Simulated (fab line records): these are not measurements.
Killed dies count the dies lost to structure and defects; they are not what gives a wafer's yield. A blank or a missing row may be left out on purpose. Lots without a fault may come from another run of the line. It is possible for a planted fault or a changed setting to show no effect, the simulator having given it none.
Code-filled problem report in 8D (eight disciplines) form :: flow nandHarc :: the parts of the form that need people (team, actions taken, sign-off) are left out

1. WHAT WENT WRONG
sort_bin_3_pct at NHARC_END_SORT_01 reads a mean of 5.3 % on 1 wafer of 1 lot; wafers without a fault read 0.6 % with a standard deviation of 0.4. Relative to the usual mean, that is a shift of +12 standard deviations.
Seen first at day 30 10:45 on prober-01, wafer L512.4. The record holds 3 wafers of 1 lot with a number at this step. The rule behind "out" and "out of limits": a value lying over 4 standard deviations away from the usual mean. The rest of the wafers with a number are treated as sound.

2. WHAT IT IS; WHAT IT IS NOT
question: which readings at this step
is: sort_bin_3_pct, defectLimitedYield, killedDies, sort_bin_2_pct, sortNPass, sortYieldPct
is not: killedAtOther, killedAtPeriphery, killedOpen, killedShort, sort_bin_4_pct

question: which lots
is: L512
is not: -

question: which wafers of those lots
is: L512.4
is not: L512.3, L512.6

question: read on which gauges
is: prober-01
is not: -

question: when
is: from day 30 10:45
is not: up to then (1 sound wafer); but 1 sound wafer of L512 came after

3. WHAT RULES OUT EACH SUSPECT
Counting: any tool at a process step up to the reading remains a suspect provided it ran every lot that is out. Sound lots after the first of them don't rule it out here, since some wafers of a struck lot are sound.
- the gauge at NHARC_END_SORT_01: kept. All the wafers that are out were read on prober-01, and no step on other tools shows them out.
- wetBench-10 at NHARC_A_M1_STRIP_19 (strips in post etch residue remover, time 600 s): kept. It ran the lot that is out, L512 (day 28 12:26).
- pvdSputter-02 at NHARC_A_M1_PRE_CLEAN_30 (time 30 s): kept. It ran the lot that is out, L512 (day 28 16:20). NHARC_A_M1_PRE_CLEAN_30 gives no start for some lots, so the hours and the order of its lots are those of NHARC_A_BONDPAD_THK_MEAS_30.
wetBench-10 at NHARC_A_M1_STRIP_19, pvdSputter-02 at NHARC_A_M1_PRE_CLEAN_30 and prober-01 at NHARC_END_SORT_01 are what is left after counting.

4. THE CAUSE (what the simulator had put in)
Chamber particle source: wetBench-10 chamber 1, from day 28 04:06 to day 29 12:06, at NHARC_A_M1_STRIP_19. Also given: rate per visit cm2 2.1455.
3 suspects survive the count, and this tool is in that group.

5. THE CHAIN OF EFFECTS, in route order
One row per reading whose mean, taken over the struck wafers that have a number, lies over 3 standard deviations from the usual. Readings are gone through only where the record gives a usual standard deviation; hours: the median, over the lots, of the time from a lot's start at the first step in this table giving one to that lot's start at this step; sigmas: the change measured in usual standard deviations.
hours: 0
step: NHARC_END_SORT_01
reading: defectLimitedYield
usual: 91.5 %
on struck wafers: 79.5
change: -12.0
sigmas: -4.1

hours: 0
step: NHARC_END_SORT_01
reading: killedAtArray
usual: 53
on struck wafers: 131
change: +78
sigmas: +3.9

hours: 0
step: NHARC_END_SORT_01
reading: killedDies
usual: 58
on struck wafers: 139
change: +81
sigmas: +4.0

hours: 0
step: NHARC_END_SORT_01
reading: sort_bin_2_pct
usual: 3.1 %
on struck wafers: 8.3
change: +5.2
sigmas: +4.0

hours: 0
step: NHARC_END_SORT_01
reading: sort_bin_3_pct
usual: 0.6 %
on struck wafers: 5.3
change: +4.7
sigmas: +12

hours: 0
step: NHARC_END_SORT_01
reading: sortNPass
usual: 619
on struck wafers: 538
change: -81
sigmas: -4.0

hours: 0
step: NHARC_END_SORT_01
reading: sortYieldPct
usual: 91.5 %
on struck wafers: 79.5
change: -12.0
sigmas: -4.1

6. HOW IT WOULD HAVE BEEN CAUGHT EARLIER
The first out-of-limits reading at a measuring or inspecting step in this record came at day 30 10:45, 55 hours after the fault's start at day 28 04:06.
Lots out: 1; all had begun NHARC_A_M1_STRIP_19 on wetBench-10 by day 30 10:45. Had the tool been put on hold then, not one of them would have been saved.
